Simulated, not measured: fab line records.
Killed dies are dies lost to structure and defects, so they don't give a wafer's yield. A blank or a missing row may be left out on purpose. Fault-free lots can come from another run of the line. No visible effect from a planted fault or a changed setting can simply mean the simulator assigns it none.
Chamber matching    flow n5Finfet    3 sister chambers for N5_BEOL_M0_SAQP_PECVD_97 on pecvd-04
The step deposits SiNx from SiH4/NH3/N2, target thk 23 nm, time 19.9 s. 18 wafers are shown with their chamber, then 9 later ones without.

== WAFERS PAIRED WITH THEIR CHAMBERS ==
wafer   chamber  throttleValvePct (%)  showerheadPlenumPTorr (Torr)  rfFwdPowerW (W)
L075.1  2        40.0                  5.23                          298.4
L075.2  1        43.2                  5.04                          294.9
L075.4  1        43.2                  5.03                          294.9
L078.1  1        43.2                  5.05                          294.3
L078.4  1        43.2                  5.05                          294.9
L078.6  0        40.9                  5.17                          297.2
L079.4  0        40.8                  5.16                          297.1
L079.5  1        43.2                  5.06                          296.2
L079.6  2        39.7                  5.24                          296.4
L082.2  1        43.1                  5.06                          296.7
L082.3  2        40.1                  5.23                          298.0
L082.6  0        40.9                  5.16                          297.3
L084.1  2        40.2                  5.25                          297.3
L084.2  0        40.8                  5.17                          298.0
L084.4  2        40.1                  5.23                          296.5
L088.1  2        40.2                  5.24                          298.4
L088.2  1        43.2                  5.05                          295.3
L088.3  0        40.9                  5.17                          297.1

SIGNATURES (averages over the wafers above)
reading                chamber 0  chamber 1  chamber 2  scatter within a chamber
throttleValvePct       40.860     43.186     40.050     0.114
showerheadPlenumPTorr  5.1660     5.0486     5.2367     0.00871
rfFwdPowerW            297.340    295.314    297.500    0.772
Rule: distance of a wafer from a chamber = root of the sum over the readings of ((wafer's reading minus chamber's mean) / reading's scatter) squared. The wafer belongs to the nearest chamber; if the next one is less than 2 further off, it can't be placed. The scatter: take each reading less its chamber's mean, square it, sum over the shown wafers, divide by the number of wafers less the number of chambers, and take the root.

== WAFERS WITH NO CHAMBER GIVEN ==
wafer   throttleValvePct (%)  showerheadPlenumPTorr (Torr)  rfFwdPowerW (W)
L089.1  40.7                  5.17                          298.4
L089.4  40.2                  5.23                          297.9
L089.6  40.8                  5.19                          297.4
L090.1  40.9                  5.17                          295.8
L090.2  40.1                  5.23                          298.3
L090.5  43.2                  5.07                          296.8
L092.1  43.0                  5.05                          297.6
L092.3  40.9                  5.17                          298.2
L092.6  43.3                  5.04                          297.3

== WHICH CHAMBER EACH ONE RAN IN ==
wafer   from the rows above  in truth
L089.1  0                    0
L089.4  2                    2
L089.6  0                    0
L090.1  0                    0
L090.2  2                    2
L090.5  1                    1
L092.1  1                    1
L092.3  0                    0
L092.6  1                    1
9 of 9 placed correctly. From these rows, 0 cannot be placed. Wrongly placed: 0.
